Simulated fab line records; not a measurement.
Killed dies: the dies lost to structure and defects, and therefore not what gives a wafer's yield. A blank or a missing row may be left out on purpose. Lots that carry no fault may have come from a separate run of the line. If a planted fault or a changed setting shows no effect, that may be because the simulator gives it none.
Which tool was responsible? | flow nandHarc | route of 1302 steps, sampled at 1 step: 12 lots, 36 wafers

== WHAT THE GAUGES READ, wafer by wafer ==
NHARC_A_BLC_CD_MEAS_19.
lot  | measured     | on       | cdNm (nm)
L074 | day 23 05:05 | cdSem-02 | 95.3 100.0 94.6
L077 | day 24 05:31 | cdSem-02 | 99.4 96.0 101.6
L079 | day 24 11:29 | cdSem-03 | 100.4 98.4 96.8
L080 | day 25 04:22 | cdSem-01 | 104.7 100.3 100.9
L083 | day 26 14:46 | cdSem-01 | 103.8 100.0 101.2
L086 | day 27 12:53 | cdSem-02 | 102.9 106.0 100.2
L087 | day 28 11:38 | cdSem-03 | 99.1 104.5 98.7
L088 | day 29 02:41 | cdSem-02 | 98.2 100.5 108.1
L091 | day 30 18:46 | cdSem-03 | 101.9 102.7 101.8
L093 | day 31 00:55 | cdSem-02 | 104.4 103.0 101.5
L095 | day 31 10:10 | cdSem-02 | 102.0 102.1 98.2
L097 | day 32 00:14 | cdSem-02 | 98.3 98.3 98.0

== TOOL THAT RAN EACH LOT (tool first, then ch and the chambers of the sampled wafers, then the start) ==
No process step before these readings appears in the record.

== THE ANSWER, worked out from the rows above alone ==
Rule: usual is defined by the lots themselves. The widest of any qualifying gaps counts: lots, ordered by their means at a reading, are off when they make up no more than a third of the lots, leave a main group of 4 or more, and stand apart from it by 3 or more times the standard deviation of that group's means. If all means in a main group match to the digits the tables above print for the reading, that group is not used. A lot without any number at a reading at which 4 lots or more have one is off too. Any other lot the step has rows for is counted as sound.
No lot is off at any reading shown: from this, nothing can be told.

== WHAT THE SIMULATOR HAD INSERTED ==
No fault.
